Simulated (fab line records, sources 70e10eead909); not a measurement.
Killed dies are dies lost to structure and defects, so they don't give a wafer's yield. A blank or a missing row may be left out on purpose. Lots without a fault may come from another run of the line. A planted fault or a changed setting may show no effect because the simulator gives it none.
fab line records | flow nand_harc
record lots=14 wafers=42 last_day=25
route steps=1159 shown A_CONTACT@873 THIN_TSV@1121 END@1159
lots that met no fault: from a run of the same line without faults
start_h: hours from the record's first day to the start of the lot's first wafer shown | wait_h: hours since the lot's step before | " the same as in the row above | L1.1+2: a row that stands for several wafers | - no value, or no start given | * or withheld: withheld | < > ~ a bound
route shown NAME@n: a module of which the file shows steps, and the number in the route of the first | usual: mean/standard deviation of fault-free wafers | same: alike in all rows | chamber/n: place in a boat | sites: the reading at each site | _std_site: their standard deviation | _edge_site: outer sites' mean less inner sites' | radius_mm: how far each site lies from the wafer's centre | mask NAME#n: copy n | behind: the tool/chamber that last shaped the wafer | hold: why the lot was held/for how many hours/how that ended | device: the transistor (n, p or np) that didn't switch | end of line: the same wafers' tests at the end of the route | a step without rows: its recipe alone | killed: dies lost to structure and defects at the first sort, not the wafer's yield | map: a wafer's dies, x killed, . not, _ none there
set.NAME: the setting as run; set.NAME@STEP: as run at that earlier step | model.NAME: the simulator's own value behind a step, which no gauge read
steps of the route over a sample of lots; a table a step, a row a wafer
services: from which hour (start_h, from the record's first day; less than 0 if before it) a tool's chamber was out of use, for how many hours, and why
## steps
# step NHARC_A_CONTACT_ETCH_122
# recipe source_w=withheld pressure_mtorr=20 bias_v=3000 time_s=95 target_depth_a=9300 ar_flow_sccm=withheld c4f8_flow_sccm=withheld o2_flow_sccm=withheld chemistry=C4F8/O2/Ar
# columns lot.wafer tool chamber start_h wait_h rf_hours_counter_h
L214.2 har_cap_etch-01 0 363.21 0.1 58
L214.4 " 0 " " -
L214.3 " 1 " " -
L213.1 har_cap_etch-02 1 365.49 0.1 10
L213.6 " 0 " " -
L213.5 " 1 " " -
L216.3 har_cap_etch-01 1 376.07 0.1 -
L216.4 " 0 " " -
L216.6 " 1 " " -
L215.3 har_cap_etch-02 0 378.31 0.1 -
L215.4 " 1 " " -
L215.5 " 1 " " -
L218.4 har_cap_etch-02 0 392.55 0.1 -
L218.5 " 1 " " -
L218.6 " 0 " " -
L220.1 har_cap_etch-02 0 402.60 0.1 16
L220.3 " 0 " " -
L220.4 " 1 " " -
L221.2 har_cap_etch-02 0 429.01 0.1 21
L221.6 " 0 " " -
L221.5 " 1 " " -
L225.1 har_cap_etch-02 0 443.80 0.1 23
L225.2 " 1 " " 23
L225.3 " 1 " " -
L229.3 har_cap_etch-03 1 458.80 0.1 -
L229.5 " 1 " " -
L229.6 " 0 " " -
L232.4 har_cap_etch-01 1 472.48 0.1 -
L232.3 " 0 " " -
L232.6 " 0 " " -
L230.1 har_cap_etch-01 0 476.87 0.1 77
L230.4 " 1 " " -
L230.6 " 1 " " -
L235.1 har_cap_etch-02 0 503.34 0.1 33
L235.2 " 1 " " 33
L235.5 " 0 " " -
L234.2 har_cap_etch-01 1 504.12 0.1 81
L234.4 " 0 " " -
L234.5 " 0 " " -
L236.2 har_cap_etch-02 1 517.79 0.1 36
L236.3 " 0 " " -
L236.5 " 1 " " -
# step NHARC_THIN_TSV_CD_MEAS_16
# usual cd_nm=1000.3/2.2
# columns lot.wafer tool chamber start_h wait_h cd_nm
L214.2 cd_sem-01 - 427.39 0.1 997.8
L214.3 " - " " 997.7
L214.4 " - " " 1001.6
L216.3 cd_sem-03 - 428.71 0.1 998.1
L216.4 " - " " 996.5
L216.6 " - " " 999.2
L213.1 cd_sem-02 - 429.86 0.1 1001.8
L213.5 " - " " 998.8
L213.6 " - " " 998.8
L215.3 cd_sem-03 - 435.53 0.1 1000.0
L215.4 " - " " 1002.9
L215.5 " - " " 999.2
L218.4 cd_sem-02 - 448.49 0.1 998.8
L218.5 " - " " 997.8
L218.6 " - " " 1002.2
L220.1 cd_sem-01 - 457.30 0.1 1003.8
L220.3 " - " " 1001.0
L220.4 " - " " 1000.0
L221.2 cd_sem-01 - 480.06 0.1 999.8
L221.5 " - " " 999.6
L221.6 " - " " 998.8
L225.1 cd_sem-01 - 500.27 0.1 1002.7
L225.2 " - " " 1001.8
L225.3 " - " " 1001.5
L229.3 cd_sem-02 - 505.89 0.1 997.0
L229.5 " - " " 996.8
L229.6 " - " " 996.1
L232.3 cd_sem-03 - 530.39 0.1 1002.2
L232.4 " - " " 999.5
L232.6 " - " " 1000.5
L230.1 cd_sem-01 - 535.85 0.1 1000.8
L230.4 " - " " 1001.0
L230.6 " - " " 1002.1
L235.1 cd_sem-01 - 568.58 0.1 1002.1
L235.2 " - " " 1000.0
L235.5 " - " " 1000.1
L234.2 cd_sem-01 - 569.81 0.1 1001.8
L234.4 " - " " 998.8
L234.5 " - " " 1001.7
L236.2 cd_sem-02 - 578.51 0.1 996.6
L236.3 " - " " 999.4
L236.5 " - " " 1000.3
# step NHARC_THIN_TSV_ETCHBACK_48
# recipe target_depth_a=10285 over_etch_frac=0.3 time_s=405.17 ion_energy_ev=250 c4f8_flow_sccm=withheld ar_flow_sccm=withheld rf_w=600 bias_w=300 chemistry=C4F8/Ar
# usual oes_product_au=0.96/0.036 rf_vpp_V=546/4
# columns lot.wafer tool chamber start_h wait_h oes_product_au rf_hours_counter_h rf_vpp_V
L214.2 rie_diel-06 2 428.72 - 1.02 0 550
L214.3 " 3 " " 1.01 0 546
L214.4 " 1 " " 1.00 0 544
L216.3 rie_diel-06 3 430.05 - 1.00 0 546
L216.4 " 0 " " 1.01 0 543
L216.6 " 1 " " 1.00 - 544
L213.1 rie_diel-12 1 431.13 - 0.96 4 541
L213.6 " 1 " " 0.97 - 541
L213.5 " 2 " " 0.96 - 553
L215.4 rie_diel-12 1 436.80 - 0.94 6 541
L215.3 " 2 " " 0.92 5 552
L215.5 " 1 " " 0.93 - 543
L218.4 rie_diel-06 0 449.80 - 0.97 2 542
L218.5 " 3 " " 0.97 - 545
L218.6 " 0 " " 0.96 - 541
L220.3 rie_diel-12 2 458.62 - 0.93 7 550
L220.1 " 3 " " 0.92 6 549
L220.4 " 1 " " 0.93 - 541
L221.2 rie_diel-12 0 481.33 - 0.95 8 543
L221.5 " 0 " " 0.97 - 542
L221.6 " 1 " " 0.96 - 541
L225.3 rie_diel-11 3 501.54 - 0.92 8 552
L225.2 " 0 " " 0.90 7 551
L225.1 " 1 " " 0.92 7 543
L229.3 rie_diel-06 3 507.26 - 0.93 6 544
L229.6 " 0 " " 0.94 - 542
L229.5 " 1 " " 0.92 - 544
L232.4 rie_diel-11 3 531.80 0.3 0.92 9 552
L232.3 " 1 " " 0.93 9 543
L232.6 " 3 " " 0.91 - 553
L230.4 rie_diel-06 1 537.21 - 0.93 9 544
L230.1 " 2 " " 0.93 7 551
L230.6 " 0 " " 0.95 - 542
L235.1 rie_diel-12 3 569.89 - 0.99 0 546
L235.2 " 0 " " 0.99 1 542
L235.5 " 3 " " 0.98 - 548
L234.2 rie_diel-12 1 571.12 - 1.01 1 540
L234.4 " 3 " " 0.99 1 547
L234.5 " 0 " " 0.99 - 541
L236.3 rie_diel-12 3 579.79 - 0.99 2 547
L236.2 " 0 " " 1.02 2 542
L236.5 " 3 " " 1.00 - 547
# step NHARC_THIN_TSV_CD_MEAS_33
# recipe target_cd_nm=5000 landing_energy_ev=500
# usual cd_nm=5000.3/2.3
# columns lot.wafer tool chamber start_h wait_h cd_nm
L214.2 cd_sem-01 0 433.27 - 5001.3
L214.3 " 0 " " 5000.8
L214.4 " 0 " " 4998.7
L216.3 cd_sem-03 0 433.72 - 4997.2
L216.4 " 0 " " 4997.3
L216.6 " 0 " " 4999.4
L213.1 cd_sem-02 0 434.68 - 4997.9
L213.5 " 0 " " 4999.5
L213.6 " 0 " " 4997.8
L215.3 cd_sem-02 0 440.47 - 4999.5
L215.4 " 0 " " 5000.0
L215.5 " 0 " " 4999.4
L218.4 cd_sem-01 0 453.58 - 4996.5
L218.5 " 0 " " 4997.4
L218.6 " 0 " " 4997.0
L220.1 cd_sem-01 0 462.34 - 4998.6
L220.3 " 0 " " 4995.4
L220.4 " 0 " " 4997.2
L221.2 cd_sem-02 0 485.01 - 5004.5
L221.5 " 0 " " 5000.7
L221.6 " 0 " " 5004.3
L225.1 cd_sem-03 0 505.26 - 5001.5
L225.2 " 0 " " 5001.9
L225.3 " 0 " " 5005.0
L229.3 cd_sem-01 0 510.83 - 5002.6
L229.5 " 0 " " 5004.6
L229.6 " 0 " " 5000.7
L232.3 cd_sem-03 0 535.37 - 5001.6
L232.4 " 0 " " 5002.1
L232.6 " 0 " " 5003.3
L230.1 cd_sem-03 0 541.11 - 4999.8
L230.4 " 0 " " 4998.9
L230.6 " 0 " " 5000.2
L235.1 cd_sem-03 0 573.62 - 5003.8
L235.2 " 0 " " 5004.3
L235.5 " 0 " " 5004.2
L234.2 cd_sem-01 0 575.16 - 5002.3
L234.4 " 0 " " 5001.9
L234.5 " 0 " " 5000.1
L236.2 cd_sem-02 0 583.45 - 4999.5
L236.3 " 0 " " 5000.0
L236.5 " 0 " " 4998.8
# step NHARC_END_SORT_01
# recipe temp_c=25
# usual killed_at_array=25/9.7 killed_at_other=0.7/0.87 killed_at_periphery=3.3/2.3 killed_dies=29/11 killed_open=3.6/2.1 killed_short=2.3/1.7
# same gross_dies=677
# columns lot.wafer tool chamber start_h wait_h killed_at_array killed_at_other killed_at_periphery killed_dies killed_open killed_short
L221.2 prober-01 0 494.71 2.8 129 0 7 136 1 4
L221.5 prober-01 0 497.12 3.7 22 0 7 29 4 1
L221.6 prober-01 0 497.92 4.0 119 0 5 124 3 5
L225.1 prober-01 0 515.90 2.5 119 1 2 122 0 3
L225.2 prober-01 0 516.70 2.8 16 1 2 19 4 3
L225.3 prober-01 0 517.50 3.1 21 0 3 24 8 3
L230.1 prober-02 0 550.59 2.5 39 1 1 41 2 1
L230.4 prober-02 0 553.00 3.4 44 0 4 48 6 2
L230.6 prober-02 0 554.61 4.0 35 0 3 38 2 4
# killed by level:class
L221.2 A_CONTACT:unspecified=103 A_CONTACT:chamber_film_flake=8 A_BONDPAD:chamber_film_flake=5 A_STAIRCASE:chamber_film_flake=4 P_ZERO_WELL:chamber_film_flake=3 P_GATE:chamber_film_flake=3 A_SOURCE_PLATE:geometric_particle:short=2 A_CHANNEL_HOLE_D1:chamber_film_flake=2
L221.5 A_CONTACT:chamber_film_flake=7 A_CHANNEL_HOLE_D1:chamber_film_flake=5 A_WL_FILL:geometric_particle:open=3 P_GATE:chamber_film_flake=3 A_WL_FILL:chamber_film_flake=3 P_ZERO_WELL:chamber_film_flake=2 A_BONDPAD:chamber_film_flake=2 P_CONTACT:geometric_particle:open=1
L221.6 A_CONTACT:unspecified=100 A_CONTACT:chamber_film_flake=3 P_GATE:chamber_film_flake=3 A_CHANNEL_HOLE_D1:chamber_film_flake=3 A_SLIT:chamber_film_flake=3 A_CONTACT:geometric_particle:open=2 P_M0:geometric_particle:open=1 A_SOURCE_PLATE:geometric_particle:short=1
L225.1 A_CONTACT:unspecified=106 A_CONTACT:chamber_film_flake=6 A_CHANNEL_HOLE_D1:chamber_film_flake=2 A_STAIRCASE:chamber_film_flake=2 P_GATE:geometric_particle:short=1 A_ONON_D1:geometric_particle:short=1 A_WL_FILL:geometric_particle:short=1 P_M2:chamber_film_flake=1
L225.2 A_CHANNEL_HOLE_D1:chamber_film_flake=4 A_CONTACT:chamber_film_flake=3 A_WL_FILL:chamber_film_flake=2 P_CONTACT:geometric_particle:open=1 A_ONON_D1:geometric_particle:short=1 A_ONON_D1:geometric_particle:open=1 A_CHANNEL_FILL_D1:geometric_particle:short=1 A_STAIRCASE:geometric_particle:open=1
L225.3 A_CONTACT:chamber_film_flake=7 A_M1:geometric_particle:open=4 A_CHANNEL_HOLE_D1:chamber_film_flake=4 A_STAIRCASE:chamber_film_flake=2 P_M0:geometric_particle:open=1 P_M0:geometric_particle:short=1 P_M1:geometric_particle:open=1 A_SGD_CUT:geometric_particle:short=1
L230.1 A_CHANNEL_HOLE_D1:chamber_film_flake=18 A_SLIT:chamber_film_flake=15 P_STI:geometric_particle:open=1 A_ONON_D1:geometric_particle:short=1 STARTING-WAFER:geometric_particle:open=1 A_ZERO_WELL:chamber_film_flake=1 A_CHANNEL_FILL_D1:chamber_film_flake=1 A_STAIRCASE:chamber_film_flake=1
L230.4 A_SLIT:chamber_film_flake=17 A_CHANNEL_HOLE_D1:chamber_film_flake=12 A_CONTACT:chamber_film_flake=4 A_ZERO_WELL:chamber_film_flake=2 A_STAIRCASE:chamber_film_flake=2 P_GATE:geometric_particle:open=1 P_M0:geometric_particle:open=1 A_CHANNEL_FILL_D1:geometric_particle:short=1
L230.6 A_SLIT:chamber_film_flake=15 A_CHANNEL_HOLE_D1:chamber_film_flake=12 A_STAIRCASE:chamber_film_flake=3 P_CONTACT:geometric_particle:open=1 P_M0:geometric_particle:short=1 A_ONON_D1:geometric_particle:short=1 A_SGD_CUT:geometric_particle:short=1 A_CONTACT:geometric_particle:open=1
## services
# columns tool chamber start_h hours kind
har_cap_etch-03 - 346.23 0.3 repair
rie_diel-12 0 358.55 - clean
rie_diel-12 1 358.55 - clean
rie_diel-12 2 358.55 - clean
rie_diel-12 3 358.55 - clean
rie_diel-06 1 360.41 8.9 repair
rie_diel-11 - 366.50 9.0 pm
rie_diel-12 - 379.40 9.0 pm
rie_diel-12 0 379.40 9.0 vent_cycle
rie_diel-12 1 379.40 9.0 vent_cycle
rie_diel-12 2 379.40 9.0 vent_cycle
rie_diel-12 3 379.40 9.0 vent_cycle
rie_diel-12 0 388.40 - clean
har_cap_etch-02 - 408.66 1.6 repair
rie_diel-06 - 418.20 9.0 pm
rie_diel-06 2 454.50 7.5 repair
rie_diel-12 0 458.16 4.6 repair
rie_diel-12 3 464.19 2.7 repair
rie_diel-06 - 504.55 0.7 repair
rie_diel-11 3 504.84 4.9 repair
rie_diel-12 0 516.55 15.7 repair
rie_diel-11 - 543.50 9.0 pm
har_cap_etch-03 - 545.00 17.0 pm
rie_diel-12 - 556.40 9.0 pm
## key
first_sign step=NHARC_END_SORT_01 reading=killed_at_array direction=up sigmas=10 usual=25 struck=122
effect step=NHARC_END_SORT_01 reading=killed_dies direction=up sigmas=9.3 usual=29 struck=127
more_kills_born_at NHARC_A_CONTACT_ETCH_122@har_cap_etch-02=309
met_at NHARC_A_CONTACT_ETCH_122
struck_lots L221,L225
struck_wafers L221.2,L221.6,L225.1
tester_left_out L221,L225
not_acting_at NHARC_THIN_TSV_CD_MEAS_16,NHARC_THIN_TSV_ETCHBACK_48,NHARC_THIN_TSV_CD_MEAS_33
onset_between 402.60 429.01
fault kind=chamber_particle_source tool=har_cap_etch-02 chamber=0 onset_h=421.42 steps=NHARC_A_CONTACT_ETCH_122 rate_per_visit_cm2=1.9165 end_h=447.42
# tester_left_out: of these lots the tester's yield and bins aren't shown, on N5 and GAA mostly nor the transistor test; their killed dies are dies lost to structure and defects alone, not to doping, threshold or leakage, so they don't give the yield
